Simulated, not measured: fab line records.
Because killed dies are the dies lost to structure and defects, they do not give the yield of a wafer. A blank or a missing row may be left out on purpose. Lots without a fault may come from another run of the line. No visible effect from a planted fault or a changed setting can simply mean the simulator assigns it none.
Which tool did it? + flow nandHarc + 36 wafers from 12 lots sampled at 4 of the route's 1302 steps

== WHAT THE GAUGES SHOWED, per wafer ==
NHARC_P_GATE_CD_MEAS_59: the cd target is 720 nm.
| lot  | measured     | on       | cdNm (nm)         |
|------|--------------|----------|-------------------|
| L172 | day 5 14:16  | cdSem-03 | 717.3 719.3 720.9 |
| L174 | day 6 06:07  | cdSem-02 | 718.8 719.9 722.0 |
| L176 | day 7 04:22  | cdSem-03 | 720.0 716.9 717.8 |
| L177 | day 7 19:55  | cdSem-02 | 721.0 720.4 719.1 |
| L178 | day 8 06:33  | cdSem-02 | 720.1 719.1 721.5 |
| L179 | day 8 18:31  | cdSem-03 | 718.7 721.7 720.0 |
| L184 | day 10 13:38 | cdSem-02 | 738.3 736.8 737.4 |
| L183 | day 10 13:55 | cdSem-03 | 720.6 720.2 721.5 |
| L190 | day 13 05:32 | cdSem-02 | 723.0 720.4 718.5 |
| L192 | day 13 20:00 | cdSem-03 | 718.3 719.4 720.9 |
| L194 | day 14 15:04 | cdSem-02 | 717.3 720.3 719.7 |
| L195 | day 15 05:59 | cdSem-02 | 716.6 717.5 718.1 |

== EACH LOT AND THE TOOL THAT RAN IT (in order: tool; ch and the chambers of the sampled wafers; start) ==
| lot  | NHARC_P_GATE_ETCH_104             | NHARC_P_GATE_ALD_36              | NHARC_P_GATE_EXPOSE_56           |
|------|-----------------------------------|----------------------------------|----------------------------------|
| L172 | rieDiel-07 ch 2,3, day 5 00:31    | aldSin-04 ch 1,2, day 5 02:44    | krfScanner-04 ch 0, day 5 14:06  |
| L174 | rieDiel-12 ch 1,2,3, day 5 13:53  | aldSin-02 ch 0,2, day 5 15:03    | krfScanner-03 ch 0, day 6 05:57  |
| L176 | rieDiel-12 ch 0,2,3, day 6 15:04  | aldSin-03 ch 0,2,3, day 6 16:15  | krfScanner-03 ch 0, day 7 04:13  |
| L177 | rieDiel-12 ch 1,2,3, day 7 04:08  | aldSin-02 ch 1,2,3, day 7 05:21  | krfScanner-04 ch 0, day 7 19:45  |
| L178 | rieDiel-05 ch 0,1,3, day 7 17:11  | aldSin-04 ch 1,2,3, day 7 20:31  | krfScanner-04 ch 0, day 8 06:24  |
| L179 | rieDiel-12 ch 0,1,3, day 8 05:02  | aldSin-02 ch 1,2, day 8 06:19    | krfScanner-04 ch 0, day 8 18:22  |
| L184 | rieDiel-05 ch 2,3, day 10 00:20   | aldSin-03 ch 0,3, day 10 02:35   | krfScanner-04 ch 0, day 10 13:29 |
| L183 | rieDiel-12 ch 0,2,3, day 10 00:29 | aldSin-04 ch 0,2,3, day 10 01:40 | krfScanner-03 ch 0, day 10 13:46 |
| L190 | rieDiel-07 ch 1,2,3, day 12 16:14 | aldSin-04 ch 0,1,2, day 12 17:23 | krfScanner-04 ch 0, day 13 05:23 |
| L192 | rieDiel-05 ch 0,2, day 13 06:31   | aldSin-03 ch 0,3, day 13 08:44   | krfScanner-03 ch 0, day 13 19:50 |
| L194 | rieDiel-05 ch 0,2,3, day 14 01:44 | aldSin-02 ch 0,2,3, day 14 03:57 | krfScanner-02 ch 0, day 14 14:55 |
| L195 | rieDiel-07 ch 0,3, day 14 16:25   | aldSin-03 ch 1,2, day 14 17:37   | krfScanner-04 ch 0, day 15 05:50 |
- NHARC_P_GATE_ETCH_104: etches the open film in CF4/CHF3, target depth 60 nm.
- NHARC_P_GATE_ALD_36: deposits SiNx, target thk 20 nm, pulse time 60 s, ald cycles 223.
- NHARC_P_GATE_EXPOSE_56: exposes mask P PSD, target cd 720 nm.

== WHAT THE TOOLS THEMSELVES READ (means of the sampled wafers that have a number; where no wafer has one, the mark that the record gives instead) ==
NHARC_P_GATE_ETCH_104.
| lot  | tool       | drypumpMotorCurrentA (A) | oesProductAu (a.u.) | rfVppV (V) | showerheadPlenumPTorr (Torr) | throttleValvePct (%) |
|------|------------|--------------------------|---------------------|------------|------------------------------|----------------------|
| L172 | rieDiel-07 | 6.1                      | 0.927               | 372.5      | 1.64                         | 16.804               |
| L174 | rieDiel-12 | 5.3                      | 0.977               | 372.3      | 1.61                         | 16.801               |
| L176 | rieDiel-12 | 5.1                      | 0.922               | 372.6      | 1.63                         | 16.803               |
| L177 | rieDiel-12 | 5.3                      | 0.937               | 372.4      | 1.61                         | 16.810               |
| L178 | rieDiel-05 | 5.6                      | 0.926               | 370.3      | 1.56                         | 16.797               |
| L179 | rieDiel-12 | 5.1                      | 0.972               | 371.6      | 1.61                         | 16.805               |
| L184 | rieDiel-05 | 5.6                      | 0.940               | 371.7      | 1.59                         | 16.812               |
| L183 | rieDiel-12 | 5.1                      | 0.928               | 372.3      | 1.63                         | 16.799               |
| L190 | rieDiel-07 | 5.9                      | 0.965               | 371.2      | 1.59                         | 16.797               |
| L192 | rieDiel-05 | 5.3                      | 0.960               | 371.3      | 1.59                         | 16.800               |
| L194 | rieDiel-05 | 5.4                      | 0.937               | 372.1      | 1.59                         | 16.796               |
| L195 | rieDiel-07 | 6.6                      | 0.925               | 369.8      | 1.56                         | 16.806               |

NHARC_P_GATE_ALD_36.
| lot  | tool      | heaterPowerW (W) | precursorPulseHeightRel |
|------|-----------|------------------|-------------------------|
| L172 | aldSin-04 | 901              | 1.002                   |
| L174 | aldSin-02 | 782              | 1.021                   |
| L176 | aldSin-03 | 879              | 1.000                   |
| L177 | aldSin-02 | 841              | 0.985                   |
| L178 | aldSin-04 | 840              | 1.016                   |
| L179 | aldSin-02 | 947              | 0.994                   |
| L184 | aldSin-03 | 829              | 1.000                   |
| L183 | aldSin-04 | 837              | 0.992                   |
| L190 | aldSin-04 | 836              | 1.002                   |
| L192 | aldSin-03 | 805              | 0.972                   |
| L194 | aldSin-02 | 773              | 1.001                   |
| L195 | aldSin-03 | 938              | 0.992                   |

== THE ANSWER, worked out from the rows above alone ==
Rule: the lots themselves supply what counts as usual. Put in order of their means at a reading, lots are off if they are a third of the lots or fewer, leave a main group of 4 or more, and stand apart from it by a gap of 3 or more times the standard deviation of the main group's means; of several such gaps the widest counts. A main group is skipped when, at the precision printed for the reading in the tables above, its means are all equal. A lot without any number at a reading at which 4 lots or more have one is off too. All remaining lots with rows at the step are treated as sound. First the gauges in route order, then the tools' own readings, where a lot's mean is used as printed above. At the first step where some lot is off, the reading lying furthest off is the one used; lots without a number count as furthest.
Off at NHARC_P_GATE_CD_MEAS_59 (cdNm): L184. The main group has a mean of 719.6 nm with a standard deviation of 1.
If a tool, at a process step before that reading, ran all the lots that are off and no sound lot after the first of them, it fits. The gauges at NHARC_P_GATE_CD_MEAS_59 are tried like those tools. None of those tried fits.

== WHAT THE SIMULATOR HAD INSERTED ==
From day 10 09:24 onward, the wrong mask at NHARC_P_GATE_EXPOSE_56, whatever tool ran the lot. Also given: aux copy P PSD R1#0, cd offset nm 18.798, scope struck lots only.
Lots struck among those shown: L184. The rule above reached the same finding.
